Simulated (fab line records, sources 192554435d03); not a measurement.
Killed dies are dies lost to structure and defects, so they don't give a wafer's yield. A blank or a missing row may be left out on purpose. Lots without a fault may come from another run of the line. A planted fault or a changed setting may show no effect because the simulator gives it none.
Problem report in the 8D (eight disciplines) form, filled by code | flow n5_finfet | the parts of the form that need people (team, actions taken, sign-off) are left out

1. THE PROBLEM
time_to_endpoint_s at N5_SDB_CMP_30 reads a mean of 35.3 s on 3 wafers of 2 lots; wafers without a fault read 15.8 s with a standard deviation of 1.8. That is +11 standard deviations from the usual mean.
The step: polishes, stops on poly-Si, t overpolish 1.54 s, target thk 30 nm.
First seen on wafer L790.6, day 7 14:52, on cmp-03. The record holds 27 wafers of 9 lots with a number at this step. Rule for "out", or "out of limits": more than 4 standard deviations from the usual mean. The other wafers with a number count as sound.

2. WHAT IT IS AND WHAT IT IS NOT
question                    | is                     | is not
which readings at this step | time_to_endpoint_s     | motor_current_A, overpolish_run_s
which lots                  | L790, L792             | L776, L777, L785, L786, L796, L798, L799
which wafers of those lots  | L790.6, L792.3, L792.6 | L790.1, L790.2, L792.5
read on which tools         | cmp-03                 | cmp-01, cmp-02
when                        | from day 7 14:52       | up to then (14 sound wafers); but 10 sound wafers of L792, L796, L798, L799 came after

3. SUSPECTS, AND WHAT RULES EACH OUT
Counting: a tool at a process step up to the reading stays a suspect if it ran every lot that is out. Sound lots after the first of them don't rule it out here, since some wafers of a struck lot are sound.
- rie_diel-02 at N5_SDB_STRIP_21 (strips in CF4): kept. It ran every lot that is out, first L790 (day 7 11:28); its last sound lot up to then is L785 (day 6 01:11).
- cmp-03 at N5_SDB_CMP_30 (polishes, stops on poly-Si, t overpolish 1.54 s, target thk 30 nm): kept. It ran every lot that is out, first L790 (day 7 14:52); its last sound lot up to then is L785 (day 6 04:47). Its own readings are out on those wafers: time_to_endpoint_s.
Left after counting: rie_diel-02 at N5_SDB_STRIP_21, cmp-03 at N5_SDB_CMP_30.

4. THE CAUSE (what the simulator had put in)
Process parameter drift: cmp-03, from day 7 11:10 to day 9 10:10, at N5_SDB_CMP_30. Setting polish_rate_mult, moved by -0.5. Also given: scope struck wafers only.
Counting left 2 suspects, and this tool is among them.

5. THE CHAIN OF EFFECTS, in route order
Each row: a reading whose mean over the struck wafers that have a number lies more than 3 standard deviations from the usual. Only readings for which the record gives a usual standard deviation are gone through. hours: the time from each lot's start at the first step in this table that gives one to its start at this step, as a median over the lots. sigmas: the change in usual standard deviations.
hours | step          | reading            | usual  | on struck wafers | change | sigmas
0     | N5_SDB_CMP_30 | time_to_endpoint_s | 15.8 s | 35.3             | +19.5  | +11
The process steps in it:
- N5_SDB_CMP_30: polishes, stops on poly-Si, t overpolish 1.54 s, target thk 30 nm.
Later measuring or inspecting steps at which every struck wafer that the step has a row for has a number for every such reading, and none has moved that far: N5_BEOL_M4_RC_MEAS_101.

6. WHAT WOULD HAVE CAUGHT IT SOONER
In this record the first reading out of limits was taken at day 7 14:52, 4 hours after the fault began at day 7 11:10.
